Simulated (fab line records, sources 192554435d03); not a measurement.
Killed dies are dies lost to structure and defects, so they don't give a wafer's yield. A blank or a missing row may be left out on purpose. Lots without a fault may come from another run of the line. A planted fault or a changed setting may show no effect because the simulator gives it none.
A struck lot beside a sound one | flow n5_finfet | 17 steps out of a route of 1938
Sound: wafers L940.2, L940.4, L940.5. Struck: wafer L951.2. (L951.3 of the same lot was not struck and is left out.) The cause comes at the end.
At each step with rows: each side's tool, then ch and its chambers, then its first start. Under that, the readings that differ: sound wafers | struck wafers | difference of the means | sigmas: that difference in standard deviations of wafers without a fault.
alike: readings whose means differ by less than 2 such deviations, and words and numbers that are the same on both sides. not compared: withheld readings, readings that some wafer has no value for, bounds like >300 that may hide the same value, and numbers for which the record gives no deviation and whose values overlap.
The two part at a step that has a row with sigmas, a row that says differs or no value, or rows on one side only. Numbers that don't overlap but have no deviation are shown without sigmas and don't part them. A reading that every wafer of one side lacks parts them only if that side has two wafers or more.

N5_SDB_OVL_MEAS_12:
  sound on overlay-01 ch 0, day 6 09:52; struck on overlay-01 ch 0, day 8 23:57
  alike: SDB_OVL
N5_SDB_INSPECT_13: inspects for defects (brightfield).
  sound on defect_inspect-01, day 6 09:53; struck on defect_inspect-01, day 8 23:59
  alike: raw_defect_count
then, 1 step without rows for these wafers: N5_SDB_DESCUM_16 (chemistry O2, time 7.9 s).
N5_SDB_ETCH_17: etches SiARC in CF4, target depth 23.4 nm, time 39 s.
  sound on rie_diel-04 ch 0,2,3, day 6 10:13; struck on rie_diel-04 ch 0, day 9 00:03
  alike: drypump_motor_current_A, etch_rf_on_time_s, oes_product_au, rf_vpp_V, showerhead_plenum_p_Torr, throttle_valve_pct
  not compared: rf_hours_counter_h
N5_SDB_ETCH_18: etches SOC in N2/H2, target depth 100 nm, overetch 20 nm, time 150 s.
  sound on rie_diel-04 ch 0,2,3, day 6 10:16; struck on rie_diel-04 ch 0, day 9 00:05
  alike: drypump_motor_current_A, h2_flow_sccm, oes_product_au, rf_vpp_V, showerhead_plenum_p_Torr, temp_c, throttle_valve_pct
  not compared: rf_hours_counter_h
then, 1 step without rows for these wafers: N5_SDB_STRIP_19 (strips in N2/H2).
N5_SDB_STRIP_21: strips in CF4.
  sound on rie_diel-04 ch 0,2,3, day 6 10:24; struck on rie_diel-04 ch 0, day 9 00:13
  alike: drypump_motor_current_A, oes_product_au, rf_vpp_V, showerhead_plenum_p_Torr, throttle_valve_pct
  not compared: rf_hours_counter_h
then, 1 step without rows for these wafers: N5_SDB_HM_OPEN_20 (chemistry CH3F/O2, target SiNx, stops on poly-Si, target depth 24 nm).
N5_SDB_STRIP_22: strips in N2/H2.
  sound on plasma_asher-02 ch 0,1, day 6 10:30; struck on plasma_asher-01 ch 1, day 9 00:21
  reading                     | sound       | struck | difference | sigmas
  drypump_motor_current_A (A) | 6.4 6.4 5.5 | 4.7    | -1.4       | -2
  alike: h2_flow_sccm, heater_power_w, oes_product_au, strip_time_to_endpoint_s, temp_c
  not compared: rf_hours_counter_h
then, 2 steps without rows for these wafers: N5_SDB_PRECLEAN_23 (cleans in dHF, time 30 s); N5_SDB_DUMMY_REMOVE_24 (chemistry TMAH, target poly-Si, stops on SiO2, target depth 142 nm, time 57 s, rinse time 30 s).
N5_SDB_ETCH_25: etches SiO2 in C4F6/O2, target depth 10 nm, time 3.3 s.
  sound on rie_diel-06 ch 0,2,3, day 6 10:43; struck on rie_diel-01 ch 1, day 9 00:34
  reading                     | sound       | struck | difference | sigmas
  drypump_motor_current_A (A) | 5.5 5.4 6.8 | 4.9    | -1.0       | -2
  alike: oes_product_au, rf_vpp_V, showerhead_plenum_p_Torr, throttle_valve_pct
  not compared: rf_hours_counter_h
N5_SDB_CUT_ETCH_26: etches Si in HBr/Cl2/O2, target depth 129.6 nm, bt time 20 s, time 51.8 s.
  sound on rie_si-04 ch 0,1,3, day 6 10:48; struck on rie_si-02 ch 0, day 9 00:39
  reading                                 | sound             | struck | difference | sigmas
  model.etch.depth_nm (nm)                | 128.7 129.4 131.7 | 76.28  | -53.65     |
  model.SDB.feature_depth_nm (nm)         | 128.8 129.4 131.6 | 76.2   | -53.7      |
  model.SiNx_of_SDB_HM_DEP_00.thk_nm (nm) | 21.4 21.4 21.8    | 28.6   | +7.1       |
  alike: drypump_motor_current_A, oes_product_au, throttle_valve_pct
  not compared: rf_hours_counter_h
N5_SDB_PRECLEAN_38: cleans in dHF, time 10 s.
  sound on wet_bench-01 ch 4,5,7, day 6 10:55; struck on wet_bench-05 ch 0, day 9 00:46
  reading                                 | sound          | struck | difference | sigmas
  model.SiNx_of_SDB_HM_DEP_00.thk_nm (nm) | 21.2 21.2 21.8 | 28.6   | +7.2       |
  alike: temp_c
then, 1 step without rows for these wafers: N5_SDB_PRECLEAN_39 (cleans in O3/DIW, time 45 s).
-- the record jumps here: 5 days lie between the struck wafers' starts before and after (it left off in module SDB and takes up again in module BEOL_M4, whose first step shown is number 1111 of the route) --
N5_BEOL_M4_RC_MEAS_101:
  sound on prober-02 ch 0, day 10 14:51; struck on prober-01 ch 0, day 13 15:58
  reading       | sound          | struck | difference | sigmas
  DIBL_N (mV/V) | 33.8 33.3 32.6 | 38.0   | +4.8       | +3
  DIBL_P (mV/V) | 35.9 35.1 33.9 | 39.2   | +4.2       | +2
  SS_P (mV/dec) | 72.7 72.4 72.2 | 74.1   | +1.7       | +3
  alike: IOFF_N, IOFF_P, ION_N, ION_P, SS_N, VT_N, VT_P
-- the record jumps here: 5 days lie between the struck wafers' starts before and after (it left off in module BEOL_M4 and takes up again in module PASSIVATION, whose first step shown is number 1936 of the route) --
N5_PASSIVATION_PROBE_49:
  sound on prober-02, day 14 15:10; struck on prober-02, day 18 06:20
  alike: defect_limited_yield, killed_at_M0_to_M3, killed_at_M4_up, killed_at_contacts, killed_at_front_end, killed_at_other, killed_dies, killed_on_rim, killed_open, killed_short, sort_bin_5_function, sort_bin_6_memory, sort_n_pass, sort_yield_pct

WHERE THEY PART
First at N5_SDB_STRIP_22; last, within this record, at N5_BEOL_M4_RC_MEAS_101. Later steps at which nothing parts them and some readings are alike: N5_PASSIVATION_PROBE_49.

WHY: what the simulator had put in
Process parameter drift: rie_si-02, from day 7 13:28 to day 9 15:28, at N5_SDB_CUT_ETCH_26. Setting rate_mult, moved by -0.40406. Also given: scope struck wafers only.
